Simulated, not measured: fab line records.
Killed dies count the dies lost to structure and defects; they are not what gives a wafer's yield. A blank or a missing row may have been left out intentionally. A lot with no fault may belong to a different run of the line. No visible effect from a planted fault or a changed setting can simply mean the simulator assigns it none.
Chamber matching | flow nandHarc | 4 sister chambers for NHARC_A_STAIRCASE_STRIP_476 on rieDiel-03
The step strips in O2, time 20 s. 4 wafers are shown with their chamber, then 9 later ones without.

## WAFERS WITH THEIR CHAMBER
wafer  | chamber | showerheadPlenumPTorr (Torr)
L084.1 | 0       | 3.55
L086.1 | 2       | 3.62
L086.3 | 1       | 3.39
L086.4 | 3       | 3.38

## WAFERS WITH NO CHAMBER GIVEN
wafer  | showerheadPlenumPTorr (Torr)
L088.1 | 3.38
L088.2 | 3.55
L088.3 | 3.62
L092.1 | 3.38
L092.3 | 3.62
L092.6 | 3.62
L094.1 | 3.54
L094.2 | 3.62
L094.4 | 3.38

## THE CHAMBER EACH PASSED THROUGH
wafer  | from the rows above | in truth
L088.1 | 3                   | 3
L088.2 | 0                   | 0
L088.3 | 2                   | 2
L092.1 | 3                   | 3
L092.3 | 2                   | 2
L092.6 | 2                   | 2
L094.1 | 0                   | 0
L094.2 | 2                   | 2
L094.4 | 3                   | 3
Correctly placed: 9 of 9. From these rows, 0 cannot be placed. Wrongly placed: 0.
How it was worked out, from the rows above alone: a wafer's distance from a chamber is the root of the sum, over the readings, of the square of ((its reading less the chamber's mean) divided by the reading's scatter). If the next closest chamber is less than 2 further off than the closest, the wafer can't be placed; otherwise it belongs to the closest. A chamber's mean is the mean of its shown wafers. The scatter: root of mean squared gap, hidden wafer to nearest shown wafer, with one shown wafer a chamber.
